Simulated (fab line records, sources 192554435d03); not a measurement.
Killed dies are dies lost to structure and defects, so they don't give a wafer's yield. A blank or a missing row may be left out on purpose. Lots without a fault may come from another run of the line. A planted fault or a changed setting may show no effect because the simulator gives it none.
Which tool did it? | flow n5_finfet | 12 lots, 35 wafers sampled, at 2 steps of a route of 1938

WHAT THE GAUGES READ, wafer by wafer
N5_BEOL_M5_RS_MEAS_57: measures by four-point-probe. Usual: M5_RS 0.384 ohm/sq, standard deviation 0.012.
lot  | measured     | on            | M5_RS (ohm/sq)    | flag
L769 | day 8 22:44  | film_metro-01 | 0.369 0.398       |
L771 | day 9 06:02  | film_metro-01 | 0.368 0.369 0.370 |
L770 | day 9 09:14  | film_metro-01 | 0.396 0.389 0.361 |
L772 | day 9 14:10  | film_metro-02 | 0.393 0.361 0.383 |
L774 | day 10 01:52 | film_metro-02 | 0.380 0.385 0.400 |
L775 | day 10 06:11 | film_metro-02 | 0.373 0.381 0.390 |
L777 | day 11 11:35 | film_metro-02 | 0.390 0.392 0.386 |
L780 | day 11 13:58 | film_metro-02 | 0.384 0.377 0.403 |
L784 | day 12 05:21 | film_metro-01 | 0.390 0.386 0.387 |
L786 | day 13 03:39 | film_metro-02 | 0.395 0.401 0.382 |
L788 | day 13 06:54 | film_metro-01 | 0.381 0.373 0.387 |
L791 | day 14 02:20 | film_metro-01 | 0.374 0.375 0.392 |

WHICH TOOL RAN EACH LOT (tool, then ch and the chambers of the sampled wafers, then the start)
lot  | N5_BEOL_M5_SPUTTER_88
L769 | pvd_sputter-03, day 8 20:36
L771 | pvd_sputter-03, day 9 03:31
L770 | pvd_sputter-02, day 9 07:05
L772 | pvd_sputter-02, day 9 11:46
L774 | pvd_sputter-02, day 9 23:41
L775 | pvd_sputter-03, day 10 04:01
L777 | pvd_sputter-01, day 11 09:26
L780 | pvd_sputter-03, day 11 11:48
L784 | pvd_sputter-01, day 12 02:50
L786 | pvd_sputter-02, day 13 01:27
L788 | pvd_sputter-01, day 13 04:42
L791 | pvd_sputter-01, day 14 00:09
- N5_BEOL_M5_SPUTTER_88: material Cu, target thk 15 nm, time 27.62 s.

WHAT THE TOOLS THEMSELVES READ (means of the sampled wafers that have a number; where no wafer has one, the mark that the record gives instead)
N5_BEOL_M5_SPUTTER_88. Usual: throttle_valve_pct 29.8 %, standard deviation 1.1.
lot  | tool           | throttle_valve_pct (%) | flag
L769 | pvd_sputter-03 | 30.3                   |
L771 | pvd_sputter-03 | 29.3                   |
L770 | pvd_sputter-02 | 29.2                   |
L772 | pvd_sputter-02 | 29.6                   |
L774 | pvd_sputter-02 | 29.7                   |
L775 | pvd_sputter-03 | 29.9                   |
L777 | pvd_sputter-01 | 30.4                   |
L780 | pvd_sputter-03 | 29.9                   |
L784 | pvd_sputter-01 | 30.6                   |
L786 | pvd_sputter-02 | 29.8                   |
L788 | pvd_sputter-01 | 29.3                   |
L791 | pvd_sputter-01 | 30.3                   |

THE ANSWER, worked out from the rows above alone
Rule: a lot is off if the mean of its wafers that have a number lies more than 3 standard deviations from the usual mean. A lot without any number at a reading at which 4 lots or more have one is off too. The other lots that the step has rows for count as sound. The gauges are gone through in route order, then the tools' own readings, and for those a lot's mean is taken as printed above. The first step at which some lot is off is used, and at that step the reading that is off furthest; a lot without a number counts as furthest.
No lot is off at any reading shown: from this, nothing can be told.

WHAT THE SIMULATOR HAD PUT IN
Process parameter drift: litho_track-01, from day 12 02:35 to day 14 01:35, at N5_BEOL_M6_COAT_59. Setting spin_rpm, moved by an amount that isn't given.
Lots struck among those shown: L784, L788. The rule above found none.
